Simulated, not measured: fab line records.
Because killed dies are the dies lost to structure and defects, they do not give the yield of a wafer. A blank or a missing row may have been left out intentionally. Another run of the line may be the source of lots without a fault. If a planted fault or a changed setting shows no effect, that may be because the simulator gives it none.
Which tool was responsible? :: flow n5-finfet :: 29 wafers from 10 lots sampled at 6 of the route's 1938 steps

## WHAT THE GAUGES READ, wafer by wafer
N5_BEOL_M3_RS_MEAS_58: a four-point-probe measurement.
lot: L523
measured: day 7 08:44
on: film-metro-02
M3_RS (ohm/sq): 0.66 0.69 0.67

lot: L524
measured: day 8 03:12
on: film-metro-02
M3_RS (ohm/sq): 0.71 0.72 0.68

lot: L528
measured: day 8 17:40
on: film-metro-01
M3_RS (ohm/sq): 0.68 0.73 0.69

lot: L530
measured: day 9 16:26
on: film-metro-02
M3_RS (ohm/sq): 0.68 0.67 0.65

lot: L532
measured: day 9 17:56
on: film-metro-01
M3_RS (ohm/sq): 0.71 0.63 0.69

lot: L533
measured: day 9 20:36
on: film-metro-01
M3_RS (ohm/sq): 0.71 0.69 0.68

lot: L538
measured: day 11 11:52
on: film-metro-01
M3_RS (ohm/sq): 0.69 0.73 0.72

lot: L539
measured: day 11 16:34
on: film-metro-01
M3_RS (ohm/sq): 0.73 0.68 0.66

lot: L541
measured: day 11 18:31
on: film-metro-01
M3_RS (ohm/sq): 0.71 0.68

lot: L540
measured: day 11 19:16
on: film-metro-02
M3_RS (ohm/sq): 0.73 0.68 0.70

N5_BEOL_M4_THK_MEAS_01.
lot: L523
measured: day 7 08:52
on: film-metro-02
M4_ILD_THK (nm): 78.3 78.8 79.5

lot: L524
measured: day 8 03:21
on: film-metro-02
M4_ILD_THK (nm): 77.8 79.1 79.0

lot: L528
measured: day 8 17:48
on: film-metro-01
M4_ILD_THK (nm): 79.4 78.0 78.7

lot: L530
measured: day 9 16:34
on: film-metro-01
M4_ILD_THK (nm): 79.2 78.1 81.4

lot: L532
measured: day 9 18:04
on: film-metro-01
M4_ILD_THK (nm): 78.5 80.0 80.6

lot: L533
measured: day 9 20:45
on: film-metro-01
M4_ILD_THK (nm): 78.9 78.3 79.4

lot: L538
measured: day 11 12:00
on: film-metro-01
M4_ILD_THK (nm): 145.7 142.8 144.7

lot: L539
measured: day 11 16:41
on: film-metro-01
M4_ILD_THK (nm): 142.4 145.6 146.0

lot: L541
measured: day 11 18:39
on: film-metro-02
M4_ILD_THK (nm): 78.9 80.3

lot: L540
measured: day 11 19:23
on: film-metro-01
M4_ILD_THK (nm): 142.4 144.5 144.8

N5_BEOL_M4_RC_MEAS_101.
lot: L523
measured: day 7 21:47
on: prober-01
DIBL_N (mV/V): 38.3 39.7 36.7
DIBL_P (mV/V): 40.6 42.2 38.1
IOFF_N (nA/um): 0.22 0.25 0.18
IOFF_P (nA/um): 0.29 0.33 0.24
ION_N (uA/um): 691 681 675
ION_P (uA/um): 471 473 467
SS_N (mV/dec): 71.8 73.0 72.2
SS_P (mV/dec): 74.1 74.5 73.4
VT_N (mV): 247 243 250
VT_P (mV): -247 -244 -248

lot: L524
measured: day 8 13:19
on: prober-02
DIBL_N (mV/V): 35.8 36.7 36.7
DIBL_P (mV/V): 38.3 38.5 39.2
IOFF_N (nA/um): 0.15 0.16 0.16
IOFF_P (nA/um): 0.19 0.20 0.21
ION_N (uA/um): 669 675 667
ION_P (uA/um): 455 463 458
SS_N (mV/dec): 71.9 71.5 71.4
SS_P (mV/dec): 74.0 73.6 74.5
VT_N (mV): 251 249 250
VT_P (mV): -256 -255 -254

lot: L528
measured: day 9 07:04
on: prober-01
DIBL_N (mV/V): 36.9 34.3 35.0
DIBL_P (mV/V): 36.3 33.5 33.1
IOFF_N (nA/um): 0.17 0.14 0.13
IOFF_P (nA/um): 0.20 0.17 0.16
ION_N (uA/um): 665 684 660
ION_P (uA/um): 451 461 446
SS_N (mV/dec): 71.1 70.8 71.4
SS_P (mV/dec): 73.1 73.1 72.3
VT_N (mV): 251 250 253
VT_P (mV): -252 -257 -257

lot: L530
measured: day 10 02:21
on: prober-01
DIBL_N (mV/V): 40.5 37.7 36.3
DIBL_P (mV/V): 41.6 37.0 35.5
IOFF_N (nA/um): 0.24 0.17 0.14
IOFF_P (nA/um): 0.30 0.21 0.19
ION_N (uA/um): 687 668 661
ION_P (uA/um): 473 462 454
SS_N (mV/dec): 72.5 71.4 71.3
SS_P (mV/dec): 74.3 73.4 72.9
VT_N (mV): 245 249 251
VT_P (mV): -245 -250 -251

lot: L532
measured: day 10 06:06
on: prober-01
DIBL_N (mV/V): 38.8 40.4 39.5
DIBL_P (mV/V): 40.5 43.5 43.2
IOFF_N (nA/um): 0.21 0.25 0.25
IOFF_P (nA/um): 0.24 0.30 0.30
ION_N (uA/um): 681 695 703
ION_P (uA/um): 464 458 476
SS_N (mV/dec): 71.4 72.5 71.6
SS_P (mV/dec): 74.4 75.2 75.5
VT_N (mV): 245 245 241
VT_P (mV): -252 -245 -247

lot: L533
measured: day 10 09:36
on: prober-02
DIBL_N (mV/V): 38.0 37.7 37.2
DIBL_P (mV/V): 39.0 38.5 37.2
IOFF_N (nA/um): 0.20 0.17 0.16
IOFF_P (nA/um): 0.30 0.29 0.25
ION_N (uA/um): 690 669 673
ION_P (uA/um): 487 474 471
SS_N (mV/dec): 71.6 71.6 71.3
SS_P (mV/dec): 73.9 74.0 72.9
VT_N (mV): 245 251 251
VT_P (mV): -242 -245 -245

lot: L541
measured: day 12 07:57
on: prober-01
DIBL_N (mV/V): 36.9 35.7
DIBL_P (mV/V): 35.1 34.5
IOFF_N (nA/um): 0.13 0.13
IOFF_P (nA/um): 0.20 0.19
ION_N (uA/um): 654 661
ION_P (uA/um): 456 453
SS_N (mV/dec): 71.3 71.7
SS_P (mV/dec): 73.8 73.3
VT_N (mV): 256 252
VT_P (mV): -252 -251

## WHAT TOOL EACH LOT RAN ON (gives the tool, then ch and the chambers of the sampled wafers, and finally the start)
lot: L523
N5_BEOL_M3_ANNEAL_95: pvd-sputter-01, day 7 07:29
N5_BEOL_M3_CO_CAP_55: cvd-co-01 ch 1,2, day 7 08:31
N5_BEOL_M4_ILD_DEP_00: pecvd-01 ch 1,2, day 7 08:47

lot: L524
N5_BEOL_M3_ANNEAL_95: pvd-sputter-02, day 8 01:59
N5_BEOL_M3_CO_CAP_55: cvd-co-01 ch 0,2, day 8 02:59
N5_BEOL_M4_ILD_DEP_00: pecvd-01 ch 0,2, day 8 03:16

lot: L528
N5_BEOL_M3_ANNEAL_95: pvd-sputter-02, day 8 16:28
N5_BEOL_M3_CO_CAP_55: cvd-co-01 ch 1,2, day 8 17:29
N5_BEOL_M4_ILD_DEP_00: pecvd-04 ch 0,1, day 8 17:44

lot: L530
N5_BEOL_M3_ANNEAL_95: pvd-sputter-02, day 9 14:57
N5_BEOL_M3_CO_CAP_55: cvd-co-01 ch 0,1,2, day 9 16:15
N5_BEOL_M4_ILD_DEP_00: pecvd-03 ch 0,1, day 9 16:30

lot: L532
N5_BEOL_M3_ANNEAL_95: pvd-sputter-01, day 9 16:44
N5_BEOL_M3_CO_CAP_55: cvd-co-01 ch 0,1,2, day 9 17:45
N5_BEOL_M4_ILD_DEP_00: pecvd-01 ch 0,1,2, day 9 17:59

lot: L533
N5_BEOL_M3_ANNEAL_95: pvd-sputter-01, day 9 19:25
N5_BEOL_M3_CO_CAP_55: cvd-co-02 ch 0,1,2, day 9 20:25
N5_BEOL_M4_ILD_DEP_00: pecvd-04 ch 0,1, day 9 20:40

lot: L538
N5_BEOL_M3_ANNEAL_95: pvd-sputter-01, day 11 10:40
N5_BEOL_M3_CO_CAP_55: cvd-co-02 ch 0,1,2, day 11 11:41
N5_BEOL_M4_ILD_DEP_00: pecvd-01 ch 0,2, day 11 11:56

lot: L539
N5_BEOL_M3_ANNEAL_95: pvd-sputter-03, day 11 15:22
N5_BEOL_M3_CO_CAP_55: cvd-co-01 ch 1,2, day 11 16:22
N5_BEOL_M4_ILD_DEP_00: pecvd-01 ch 0,1, day 11 16:37

lot: L541
N5_BEOL_M3_ANNEAL_95: pvd-sputter-03, day 11 17:20
N5_BEOL_M3_CO_CAP_55: cvd-co-01 ch 0, day 11 18:20
N5_BEOL_M4_ILD_DEP_00: pecvd-03 ch 0,2, day 11 18:35

lot: L540
N5_BEOL_M3_ANNEAL_95: pvd-sputter-01, day 11 18:03
N5_BEOL_M3_CO_CAP_55: cvd-co-02 ch 0,1, day 11 19:04
N5_BEOL_M4_ILD_DEP_00: pecvd-01 ch 0,2, day 11 19:19
- N5_BEOL_M3_ANNEAL_95: time 240 s.
- N5_BEOL_M3_CO_CAP_55: material Co, precursor CCTBA/H2, target thk 2 nm, time 102.1 s.
- N5_BEOL_M4_ILD_DEP_00: deposits SiOC from DEMS/O2, target thk 79 nm, time 15.3 s.

## AS READ BY THE TOOLS THEMSELVES (means over the sampled wafers that have a number; for cases with no such wafer, the mark the record gives instead)
N5_BEOL_M3_ANNEAL_95.
lot: L523
tool: pvd-sputter-01
heater-power-w (W): 861
susceptor-temp-C (C): 400.01

lot: L524
tool: pvd-sputter-02
heater-power-w (W): 740
susceptor-temp-C (C): 399.86

lot: L528
tool: pvd-sputter-02
heater-power-w (W): 769
susceptor-temp-C (C): 400.22

lot: L530
tool: pvd-sputter-02
heater-power-w (W): 799
susceptor-temp-C (C): 400.13

lot: L532
tool: pvd-sputter-01
heater-power-w (W): 879
susceptor-temp-C (C): 400.00

lot: L533
tool: pvd-sputter-01
heater-power-w (W): 883
susceptor-temp-C (C): 399.91

lot: L538
tool: pvd-sputter-01
heater-power-w (W): 872
susceptor-temp-C (C): 400.12

lot: L539
tool: pvd-sputter-03
heater-power-w (W): 741
susceptor-temp-C (C): 400.07

lot: L541
tool: pvd-sputter-03
heater-power-w (W): 703
susceptor-temp-C (C): 399.89

lot: L540
tool: pvd-sputter-01
heater-power-w (W): 875
susceptor-temp-C (C): 399.97

N5_BEOL_M3_CO_CAP_55.
lot: L523
tool: cvd-co-01
heater-power-w (W): 235
susceptor-temp-C (C): 199.92

lot: L524
tool: cvd-co-01
heater-power-w (W): 238
susceptor-temp-C (C): 200.12

lot: L528
tool: cvd-co-01
heater-power-w (W): 226
susceptor-temp-C (C): 199.84

lot: L530
tool: cvd-co-01
heater-power-w (W): 238
susceptor-temp-C (C): 200.05

lot: L532
tool: cvd-co-01
heater-power-w (W): 233
susceptor-temp-C (C): 200.08

lot: L533
tool: cvd-co-02
heater-power-w (W): 217
susceptor-temp-C (C): 199.85

lot: L538
tool: cvd-co-02
heater-power-w (W): 217
susceptor-temp-C (C): 200.04

lot: L539
tool: cvd-co-01
heater-power-w (W): 239
susceptor-temp-C (C): 200.02

lot: L541
tool: cvd-co-01
heater-power-w (W): 247
susceptor-temp-C (C): 199.90

lot: L540
tool: cvd-co-02
heater-power-w (W): 209
susceptor-temp-C (C): 199.82

N5_BEOL_M4_ILD_DEP_00.
lot: L523
tool: pecvd-01
heater-power-w (W): 596
showerhead-plenum-p-Torr (Torr): 5.690
susceptor-temp-C (C): 349.74
throttle-valve-pct (%): 11.4

lot: L524
tool: pecvd-01
heater-power-w (W): 617
showerhead-plenum-p-Torr (Torr): 5.692
susceptor-temp-C (C): 350.02
throttle-valve-pct (%): 11.5

lot: L528
tool: pecvd-04
heater-power-w (W): 373
showerhead-plenum-p-Torr (Torr): 5.682
susceptor-temp-C (C): 350.16
throttle-valve-pct (%): 11.8

lot: L530
tool: pecvd-03
heater-power-w (W): 589
showerhead-plenum-p-Torr (Torr): 5.692
susceptor-temp-C (C): 350.14
throttle-valve-pct (%): 11.8

lot: L532
tool: pecvd-01
heater-power-w (W): 623
showerhead-plenum-p-Torr (Torr): 5.686
susceptor-temp-C (C): 349.97
throttle-valve-pct (%): 12.0

lot: L533
tool: pecvd-04
heater-power-w (W): 430
showerhead-plenum-p-Torr (Torr): 5.685
susceptor-temp-C (C): 350.01
throttle-valve-pct (%): 11.9

lot: L538
tool: pecvd-01
heater-power-w (W): 644
showerhead-plenum-p-Torr (Torr): 5.706
susceptor-temp-C (C): 350.06
throttle-valve-pct (%): 11.9

lot: L539
tool: pecvd-01
heater-power-w (W): 655
showerhead-plenum-p-Torr (Torr): 5.695
susceptor-temp-C (C): 349.78
throttle-valve-pct (%): 12.3

lot: L541
tool: pecvd-03
heater-power-w (W): 506
showerhead-plenum-p-Torr (Torr): 5.684
susceptor-temp-C (C): 350.12
throttle-valve-pct (%): 11.8

lot: L540
tool: pecvd-01
heater-power-w (W): 625
showerhead-plenum-p-Torr (Torr): 5.690
susceptor-temp-C (C): 350.03
throttle-valve-pct (%): 11.4

## THE ANSWER, worked out from the rows above alone
Rule: usual is defined by the lots themselves. The widest of any qualifying gaps counts: lots, ordered by their means at a reading, are off when they make up no more than a third of the lots, leave a main group of 4 or more, and stand apart from it by 3 or more times the standard deviation of that group's means. Not used: any main group whose means are identical at the precision the tables above print for the reading. Also off: a lot with no number at a reading for which 4 or more lots have one. All remaining lots with rows at the step are treated as sound. After the gauges, taken in route order, come the tools' own readings; for these a lot's mean is taken, as printed above. At the first step where some lot is off, the reading lying furthest off is the one used; lots without a number count as furthest.
Off: at N5_BEOL_M4_THK_MEAS_01 (M4_ILD_THK), L538, L539, L540. The main group has a mean of 79.1 nm with a standard deviation of 0.43.
If a tool, at a process step before that reading, ran all the lots that are off and no sound lot after the first of them, it fits. Gauges at N5_BEOL_M4_THK_MEAS_01: tried the same way as those tools. Undecided on this evidence; 2 tools fit (pecvd-01 at N5_BEOL_M4_ILD_DEP_00, film-metro-01 at N5_BEOL_M4_THK_MEAS_01).

## WHAT THE SIMULATOR HAD INSERTED
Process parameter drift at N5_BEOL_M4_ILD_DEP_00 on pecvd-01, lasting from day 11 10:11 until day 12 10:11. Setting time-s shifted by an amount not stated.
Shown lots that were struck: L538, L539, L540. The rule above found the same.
